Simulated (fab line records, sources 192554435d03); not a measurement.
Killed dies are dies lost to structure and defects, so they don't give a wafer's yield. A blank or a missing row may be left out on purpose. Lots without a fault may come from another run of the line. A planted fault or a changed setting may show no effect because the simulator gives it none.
Chamber matching | flow n5_finfet | N5_BEOL_M2_PECVD_72 on pecvd-01: 3 sister chambers
The step deposits SiO2 from TEOS/O2, target thk 16 nm, time 18 s. 16 wafers are shown with their chamber, then 8 later ones without.

WAFERS WITH THEIR CHAMBER
wafer  | chamber | throttle_valve_pct (%) | heater_power_w (W) | showerhead_plenum_p_Torr (Torr)
L074.1 | 0       | 21.8                   | 702                | 8.75
L074.2 | 1       | 22.7                   | 753                | 8.84
L074.3 | 0       | 21.7                   | 703                | 8.75
L075.1 | 2       | 21.4                   | 1013               | 8.78
L075.5 | 2       | 21.2                   | 1015               | 8.77
L075.6 | 0       | 21.7                   | 659                | 8.78
L078.3 | 1       | 22.8                   | 768                | 8.85
L078.4 | 2       | 21.6                   | 872                | 8.76
L078.6 | 0       | 21.7                   | 733                | 8.73
L079.2 | 2       | 21.6                   | 995                | 8.76
L079.3 | 1       | 23.0                   | 744                | 8.81
L079.4 | 0       | 21.5                   | 642                | 8.79
L080.1 | 2       | 21.4                   | 948                | 8.76
L080.3 | 1       | 22.9                   | 722                | 8.84
L080.5 | 0       | 21.8                   | 675                | 8.78
L085.1 | 0       | 22.0                   | 621                | 8.80

SIGNATURES (means of the wafers above)
reading                  | chamber 0 | chamber 1 | chamber 2 | scatter within a chamber
throttle_valve_pct       | 21.743    | 22.850    | 21.440    | 0.152
heater_power_w           | 676.43    | 746.75    | 968.60    | 43.7
showerhead_plenum_p_Torr | 8.7686    | 8.8350    | 8.7660    | 0.0198
Rule: a wafer's distance from a chamber is the root of the sum, over the readings, of the square of ((its reading less the chamber's mean) divided by the reading's scatter). The wafer belongs to the nearest chamber; if the next one is less than 2 further off, it can't be placed. The scatter: the root of (the sum of the squares of (reading less its chamber's mean) over the shown wafers, divided by (wafers less chambers)).

WAFERS WITHOUT THEIR CHAMBER
wafer  | throttle_valve_pct (%) | heater_power_w (W) | showerhead_plenum_p_Torr (Torr)
L085.4 | 21.6                   | 959                | 8.77
L085.6 | 23.0                   | 787                | 8.82
L088.1 | 22.8                   | 769                | 8.83
L088.2 | 21.6                   | 1012               | 8.76
L088.6 | 21.9                   | 711                | 8.79
L093.3 | 22.8                   | 684                | 8.82
L093.4 | 23.0                   | 687                | 8.82
L093.6 | 21.5                   | 621                | 8.78

WHICH CHAMBER EACH WENT THROUGH
wafer  | from the rows above | in truth
L085.4 | 2                   | 2
L085.6 | 1                   | 1
L088.1 | 1                   | 1
L088.2 | 2                   | 2
L088.6 | 0                   | 0
L093.3 | 1                   | 1
L093.4 | 1                   | 1
L093.6 | 0                   | 0
Placed correctly: 8 of 8. Can't be placed from these rows: 0. Placed wrongly: 0.
